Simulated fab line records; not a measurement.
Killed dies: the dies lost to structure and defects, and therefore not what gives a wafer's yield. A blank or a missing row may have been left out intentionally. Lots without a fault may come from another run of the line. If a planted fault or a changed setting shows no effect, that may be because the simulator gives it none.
One fault seen from 2 desks -- flow n5-finfet -- each desk holds nothing but its own numbers, with what lay behind them at the end

## FOR THE TOOL OWNER'S DESK: rie-diel-05
The tool's own readings at N5_SD_EPI_N_ETCH_16 (etches SiO2 in CHF3/O2, target depth 5 nm): means of the sampled wafers that have a number, for each lot that ran on this tool. Any lot whose mean is over 4 standard deviations away from the usual mean is out of limits and marked OUT; that distance is given in the brackets.
Columns: A = chamber-pressure-mTorr at N5_SD_EPI_N_ETCH_16, usual 29.996 mTorr; B = drypump-motor-current-A at N5_SD_EPI_N_ETCH_16, usual 5.9 A; C = oes-product-au at N5_SD_EPI_N_ETCH_16, usual 0.81 a.u.; D = rf-vpp-V at N5_SD_EPI_N_ETCH_16, usual 527 V; E = showerhead-plenum-p-Torr at N5_SD_EPI_N_ETCH_16, usual 2.48 Torr; F = throttle-valve-pct at N5_SD_EPI_N_ETCH_16, usual 18.83 %
lot,first seen here,A,B,C,D,E,F
L559,day 4 01:03,30.039,5.6,0.81,528,2.42,18.48
L570,day 6 20:41,30.011,6.0,0.94,523,2.51,18.83
Finding of this desk: none of the 2 lots has anything out of limits.

## THE METROLOGY DESK
Means of the sampled wafers that have a number, per lot and without regard to the tool the lot ran on: this is what the gauges read. Any lot whose mean is over 4 standard deviations away from the usual mean is out of limits and marked OUT; that distance is given in the brackets.
Columns: A = cd-nm at N5_DUMMY_GATE_CD_MEAS_24, usual 15.2 nm
lot,first seen here,A
L556,day 3 06:56,14.8
L557,day 3 10:08,14.4
L559,day 3 22:52,14.9
L560,day 4 07:01,15.5
L562,day 4 19:56,15.4
L563,day 5 08:34,14.9
L564,day 5 10:04,15.5
L570,day 6 18:49,15.4
L575,day 7 22:39,15.4
L576,day 8 09:41,15.6
L577,day 8 11:28,16.4
Finding of this desk: none of the 11 lots has anything out of limits.

## TAKEN TOGETHER
The tool owner's desk saw nothing out of limits.
From the metrology desk's view, nothing was out of limits.

## WHAT HAD BEEN PUT IN BY THE SIMULATOR
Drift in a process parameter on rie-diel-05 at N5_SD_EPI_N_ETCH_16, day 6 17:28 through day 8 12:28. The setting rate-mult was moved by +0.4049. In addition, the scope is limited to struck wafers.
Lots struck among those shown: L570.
